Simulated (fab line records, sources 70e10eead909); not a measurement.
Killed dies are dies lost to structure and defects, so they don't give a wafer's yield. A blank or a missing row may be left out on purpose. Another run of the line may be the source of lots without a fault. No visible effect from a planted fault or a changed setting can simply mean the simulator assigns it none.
A lot that was struck, set against a sound lot :: flow nand-harc :: 15 out of 1159 route steps
Sound: wafers L357.2, L357.4, L357.5. Struck: wafer L374.1. (L374.3, L374.5 of the same lot were not struck and are left out.) The cause comes at the end.
Per side, at each step with rows, come the tool, then ch with its chambers, and then its first start. Under that, the readings that differ: sound wafers :: struck wafers :: difference of the means :: sigmas: that difference in standard deviations of wafers without a fault.
alike: readings whose means differ by less than 2 such deviations, and words and numbers that are the same on both sides. not compared: withheld readings, readings that some wafer has no value for, bounds like >300 that may hide the same value, and numbers for which the record gives no deviation and whose values overlap.
The two part at a step that has a row with sigmas, a row that says differs or no value, or rows on one side only. Numbers that have no deviation but don't overlap get no sigmas and don't part them. A reading missing from all wafers of one side parts the sides only when that side holds two or more wafers.

first, 7 steps without rows for these wafers: NHARC_P_BONDPAD_COAT_36 (time 65 s); NHARC_P_BONDPAD_COAT_03 (resist thk 600 nm); NHARC_P_BONDPAD_SOFTBAKE_04 (time 70 s); NHARC_P_BONDPAD_EBR_05; NHARC_P_BONDPAD_EXPOSE_06 (exposes mask P BPAD); NHARC_P_BONDPAD_PEB_07 (peb time 80 s); NHARC_P_BONDPAD_DEVELOP_08 (time 50 s).
NHARC_P_BONDPAD_CD_MEAS_09 targets a cd of 500 nm.
  sound on cd-sem-03 ch 0, day 6 22:10; struck on cd-sem-01 ch 0, day 10 17:13
  alike: cd-nm
NHARC_P_BONDPAD_OVL_MEAS_38:
  sound: overlay-02 at day 6 22:16; struck: overlay-02 at day 10 17:19
  alike: overlay-x-nm, overlay-y-nm
then, 1 step without rows for these wafers: NHARC_P_BONDPAD_HARDBAKE_10 (time 65 s).
NHARC_P_BONDPAD_DESCUM_11: chemistry O2, time 3 s.
  sound on rie-diel-04 ch 0,2,3, day 6 22:23; struck on rie-diel-04 ch 2, day 10 17:26
reading: throttle-valve-pct (%)
sound: 11.299 11.299 11.302
struck: 11.328
difference: +0.028
sigmas: +3
  alike: drypump-motor-current-A, oes-product-au, rf-vpp-V, showerhead-plenum-p-Torr
  not compared: rf-hours-counter-h
NHARC_P_BONDPAD_ETCH_37: etches the open film in N2/H2, target depth 60 nm, overetch 18 nm, time 65.91 s.
  sound on rie-diel-04 ch 0,3, day 6 22:28; struck on rie-diel-04 ch 2, day 10 17:40
reading: drypump-motor-current-A (A)
sound: 5.3 6.0 6.0
struck: 4.8
difference: -1.0
sigmas: -2
  alike: oes-product-au, rf-fwd-power-W, rf-vpp-V, showerhead-plenum-p-Torr, throttle-valve-pct
  not compared: rf-hours-counter-h
NHARC_P_BONDPAD_ETCH_12: etches the open film in CHF3/O2, target depth 200 nm, time 100 s.
  sound on rie-diel-04 ch 0,1, day 6 22:34; struck on rie-diel-04 ch 0, day 10 17:45
reading: oes-product-au (a.u.)
sound: 0.966 0.965 0.971
struck: 0.846
difference: -0.121
sigmas: -6

reading: rf-fwd-power-W (W)
sound: 493.9 498.6 495.4
struck: 436.4
difference: -59.6
sigmas: -37
  alike: drypump-motor-current-A, rf-vpp-V, showerhead-plenum-p-Torr, throttle-valve-pct
  not compared: rf-hours-counter-h
NHARC_P_BONDPAD_CD_MEAS_13:
  sound: cd-sem-01 at day 6 22:42; struck: cd-sem-02 at day 10 17:53
  alike: cd-nm
-- jump in the record: it breaks off in module P_BONDPAD and resumes in module END (first step shown: number 1159 of the route), and 13 days separate the struck wafers' starts before and after --
NHARC_END_SORT_01:
  sound on prober-01 ch 0, day 19 15:01; struck on prober-02 ch 0, day 23 12:27
reading: defect-limited-yield (%)
sound: 96.0 94.4 96.3
struck: 1.5
difference: -94.1
sigmas: -78

reading: killed-at-periphery
sound: 3 4 3
struck: 646
difference: +643
sigmas: +99 or more

reading: killed-dies
sound: 27 38 25
struck: 667
difference: +637
sigmas: +78

reading: killed-short
sound: 2 2 0
struck: 4
difference: +3
sigmas: +2

reading: sort_bin_2_pct (%)
sound: 0.6 2.1 1.5
struck: 96.2
difference: +94.8
sigmas: +99 or more

reading: sort-n-pass
sound: 650 639 652
struck: 10
difference: -637
sigmas: -78

reading: sort-rim-yield-pct (%)
sound: 94.3 90.6 95.3
struck: 5.7
difference: -87.7
sigmas: -31

reading: sort-yield-pct (%)
sound: 96.0 94.4 96.3
struck: 1.5
difference: -94.1
sigmas: -78
  alike: killed-at-array, killed-at-other, killed-open, sort_bin_3_pct, sort_bin_4_pct

== WHERE THEY PART ==
At NHARC_P_BONDPAD_DESCUM_11 first; at NHARC_END_SORT_01 last (within this record only).

WHY: the cause the simulator had injected
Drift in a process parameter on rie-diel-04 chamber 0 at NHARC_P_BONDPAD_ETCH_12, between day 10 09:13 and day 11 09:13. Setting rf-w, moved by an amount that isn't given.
